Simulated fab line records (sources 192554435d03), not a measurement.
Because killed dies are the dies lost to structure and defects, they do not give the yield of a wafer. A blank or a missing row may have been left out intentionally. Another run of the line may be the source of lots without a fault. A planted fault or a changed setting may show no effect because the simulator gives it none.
Split-lot study / flow n5_finfet / 21 wafers read across 7 lots, on a route 1938 steps long

THE SPLIT
At N5_BEOL_M1_COAT_05 (resist thk 30 nm), the setting spin_rpm was moved away from the recipe's 1500 rpm on 7 of the 21 wafers read, by -6.9% to +11.1%. For the rest of the wafers, this setting stayed at what the recipe calls for.

FROM THE SPLIT TO THE READING: what the file shows between them, 2 steps
- N5_BEOL_M1_EBR_07
- N5_BEOL_M1_SOFTBAKE_06: time 60 s

THE READING
CAR-EUV_of_BEOL_M1_COAT_05.thk_nm (the simulator's own value, which no gauge read), in nm, at N5_BEOL_M1_DESCUM_16 (chemistry O2, time 7 s). The file does not state a usual value for it. Average 26.1 nm, standard deviation 0.12 nm, over the 14 wafers here run with the recipe.

wafer=L075.1; tool, chamber at the split=litho_track-03, 0; spin_rpm as run, rpm=1614; against the recipe=+7.6%; CAR-EUV_of_BEOL_M1_COAT_05.thk_nm, nm=25; against lot-mates on the recipe=-1.1
wafer=L075.3; tool, chamber at the split=litho_track-03, 0; spin_rpm as run, rpm=1500; against the recipe=recipe; CAR-EUV_of_BEOL_M1_COAT_05.thk_nm, nm=26.2; against lot-mates on the recipe=-
wafer=L075.4; tool, chamber at the split=litho_track-03, 0; spin_rpm as run, rpm=1500; against the recipe=recipe; CAR-EUV_of_BEOL_M1_COAT_05.thk_nm, nm=26; against lot-mates on the recipe=-
wafer=L079.1; tool, chamber at the split=litho_track-03, 0; spin_rpm as run, rpm=1500; against the recipe=recipe; CAR-EUV_of_BEOL_M1_COAT_05.thk_nm, nm=26; against lot-mates on the recipe=-
wafer=L079.2; tool, chamber at the split=litho_track-03, 0; spin_rpm as run, rpm=1500; against the recipe=recipe; CAR-EUV_of_BEOL_M1_COAT_05.thk_nm, nm=26; against lot-mates on the recipe=-
wafer=L079.5; tool, chamber at the split=litho_track-03, 0; spin_rpm as run, rpm=1397; against the recipe=-6.9%; CAR-EUV_of_BEOL_M1_COAT_05.thk_nm, nm=27; against lot-mates on the recipe=+1.0
wafer=L082.1; tool, chamber at the split=litho_track-02, 0; spin_rpm as run, rpm=1500; against the recipe=recipe; CAR-EUV_of_BEOL_M1_COAT_05.thk_nm, nm=26; against lot-mates on the recipe=-
wafer=L082.3; tool, chamber at the split=litho_track-02, 0; spin_rpm as run, rpm=1651; against the recipe=+10.1%; CAR-EUV_of_BEOL_M1_COAT_05.thk_nm, nm=24.6; against lot-mates on the recipe=-1.4
wafer=L082.5; tool, chamber at the split=litho_track-02, 0; spin_rpm as run, rpm=1651; against the recipe=+10.1%; CAR-EUV_of_BEOL_M1_COAT_05.thk_nm, nm=24.4; against lot-mates on the recipe=-1.6
wafer=L083.1; tool, chamber at the split=litho_track-03, 0; spin_rpm as run, rpm=1448; against the recipe=-3.5%; CAR-EUV_of_BEOL_M1_COAT_05.thk_nm, nm=26.6; against lot-mates on the recipe=+0.6
wafer=L083.2; tool, chamber at the split=litho_track-03, 0; spin_rpm as run, rpm=1500; against the recipe=recipe; CAR-EUV_of_BEOL_M1_COAT_05.thk_nm, nm=26; against lot-mates on the recipe=-
wafer=L083.4; tool, chamber at the split=litho_track-03, 0; spin_rpm as run, rpm=1500; against the recipe=recipe; CAR-EUV_of_BEOL_M1_COAT_05.thk_nm, nm=26; against lot-mates on the recipe=-
wafer=L087.1; tool, chamber at the split=litho_track-03, 0; spin_rpm as run, rpm=1500; against the recipe=recipe; CAR-EUV_of_BEOL_M1_COAT_05.thk_nm, nm=26.2; against lot-mates on the recipe=-
wafer=L087.4; tool, chamber at the split=litho_track-03, 0; spin_rpm as run, rpm=1500; against the recipe=recipe; CAR-EUV_of_BEOL_M1_COAT_05.thk_nm, nm=26.2; against lot-mates on the recipe=-
wafer=L087.6; tool, chamber at the split=litho_track-03, 0; spin_rpm as run, rpm=1452; against the recipe=-3.2%; CAR-EUV_of_BEOL_M1_COAT_05.thk_nm, nm=26.8; against lot-mates on the recipe=+0.6
wafer=L096.1; tool, chamber at the split=litho_track-03, 0; spin_rpm as run, rpm=1500; against the recipe=recipe; CAR-EUV_of_BEOL_M1_COAT_05.thk_nm, nm=25.8; against lot-mates on the recipe=-
wafer=L096.5; tool, chamber at the split=litho_track-03, 0; spin_rpm as run, rpm=1500; against the recipe=recipe; CAR-EUV_of_BEOL_M1_COAT_05.thk_nm, nm=26; against lot-mates on the recipe=-
wafer=L096.6; tool, chamber at the split=litho_track-03, 0; spin_rpm as run, rpm=1666; against the recipe=+11.1%; CAR-EUV_of_BEOL_M1_COAT_05.thk_nm, nm=24.2; against lot-mates on the recipe=-1.7
wafer=L097.1; tool, chamber at the split=litho_track-03, 0; spin_rpm as run, rpm=1500; against the recipe=recipe; CAR-EUV_of_BEOL_M1_COAT_05.thk_nm, nm=26.2; against lot-mates on the recipe=-
wafer=L097.5; tool, chamber at the split=litho_track-03, 0; spin_rpm as run, rpm=1500; against the recipe=recipe; CAR-EUV_of_BEOL_M1_COAT_05.thk_nm, nm=26.2; against lot-mates on the recipe=-
wafer=L097.6; tool, chamber at the split=litho_track-03, 0; spin_rpm as run, rpm=1500; against the recipe=recipe; CAR-EUV_of_BEOL_M1_COAT_05.thk_nm, nm=26.2; against lot-mates on the recipe=-

FIT RESULTS
A straight line over all 21 wafers: CAR-EUV_of_BEOL_M1_COAT_05.thk_nm changes by -0.157 nm for each +1% of spin_rpm; r = -0.98; the points scatter about the line by 0.13 nm.
The same after taking each lot's own level away (the mean of its wafers on the recipe; 21 wafers): -0.151 nm for each +1%; r = -1.00; scatter 0.066 nm.
On that fit, the largest move of spin_rpm shifts the reading by 1.7 nm.
The lots' own levels span 25.90 to 26.20 nm, that is 2.5 times the standard deviation above.
So the lot-to-lot level changes the slope little: the two slopes agree.
Check: with one of the wafers moved furthest among these (+11.1%) left out of the fit, the line predicts -1.65 nm for it against its lot-mates. It came out at -1.7 nm against them.

OTHER SPLITS ON THESE WAFERS
These wafers also went through other splits before the reading. Each is held against what the fit with the lots' levels taken away leaves over:
other split on the same wafers=N5_GATE_CUT_COAT_07 spin_rpm; wafers away from the commonest value=8; r with CAR-EUV_of_BEOL_M1_COAT_05.thk_nm (lot level and that fit taken away)=+0.09
other split on the same wafers=N5_MOL_CONTACT_COAG_CONTACT_ETCH_14 source_w; wafers away from the commonest value=12; r with CAR-EUV_of_BEOL_M1_COAT_05.thk_nm (lot level and that fit taken away)=-0.23
other split on the same wafers=N5_MOL_CONTACT_COAG_ETCH_110 bias_w; wafers away from the commonest value=7; r with CAR-EUV_of_BEOL_M1_COAT_05.thk_nm (lot level and that fit taken away)=-0.20
other split on the same wafers=N5_MOL_CONTACT_COAG_ALD_27 ald_cycles; wafers away from the commonest value=5; r with CAR-EUV_of_BEOL_M1_COAT_05.thk_nm (lot level and that fit taken away)=-0.29
other split on the same wafers=N5_BEOL_M0_SAQP_EXPOSE_37 dose_mj; wafers away from the commonest value=3; r with CAR-EUV_of_BEOL_M1_COAT_05.thk_nm (lot level and that fit taken away)=+0.03
other split on the same wafers=N5_BEOL_M1_ILD_DEP_00 time_s; wafers away from the commonest value=7; r with CAR-EUV_of_BEOL_M1_COAT_05.thk_nm (lot level and that fit taken away)=-0.24

THE WHOLE CHAIN: every reading that the file lists as answering this split, in the file's order
step=N5_BEOL_M1_COAT_05; what it does=resist thk 30 nm; reading=CAR-EUV_of_BEOL_M1_COAT_05.thk_nm (the simulator's own value, which no gauge read); change (the file's fit)=-0.144 nm for each +1% of the setting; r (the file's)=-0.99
step=N5_BEOL_M1_DESCUM_16; what it does=chemistry O2, time 7 s; reading=CAR-EUV_of_BEOL_M1_COAT_05.thk_nm (the simulator's own value, which no gauge read); change (the file's fit)=-0.151 nm for each +1% of the setting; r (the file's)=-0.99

THE FILE'S OWN FIT
CAR-EUV_of_BEOL_M1_COAT_05.thk_nm changes by -0.151 nm for each +1% of spin_rpm, r = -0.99.
